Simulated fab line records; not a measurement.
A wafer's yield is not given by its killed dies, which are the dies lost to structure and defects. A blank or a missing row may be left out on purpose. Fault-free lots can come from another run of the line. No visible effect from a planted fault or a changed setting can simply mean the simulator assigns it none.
Matching of chambers ; flow n5-finfet ; 4 sister chambers for N5_SDB_ETCH_25 on rie-diel-06
The step etches SiO2 in C4F6/O2, target depth 10 nm, time 3.3 s. 4 wafers are shown with their chamber, then 10 later ones without.

EACH WAFER AND ITS CHAMBER
wafer;chamber;drypump-motor-current-A (A)
L085.5;0;4.8
L088.6;1;6.2
L090.1;2;5.8
L090.3;3;5.7

WAFERS WITH NO CHAMBER GIVEN
wafer;drypump-motor-current-A (A)
L090.4;4.8
L093.1;5.7
L093.3;5.8
L093.4;6.3
L096.1;6.2
L096.4;4.8
L096.5;6.2
L097.1;6.3
L097.3;4.8
L097.5;5.8

THE CHAMBER EACH PASSED THROUGH
wafer;from the rows above;in truth
L090.4;0;0
L093.1;3;3
L093.3;2;2
L093.4;1;1
L096.1;1;1
L096.4;0;0
L096.5;1;1
L097.1;1;1
L097.3;0;0
L097.5;2;2
Placed correctly: 10 of 10. From these rows, 0 cannot be placed. Number placed wrongly: 0.
How it was worked out, from the rows above alone: a wafer's distance from a chamber is the root of the sum, over the readings, of the square of ((its reading less the chamber's mean) divided by the reading's scatter). The wafer belongs to the nearest chamber; if the next one is less than 2 further off, it can't be placed. The mean given for a chamber averages the wafers shown for that chamber. The scatter (one wafer shown for each chamber): square how far every hidden wafer sits from the nearest shown wafer, average those squares and take the square root.
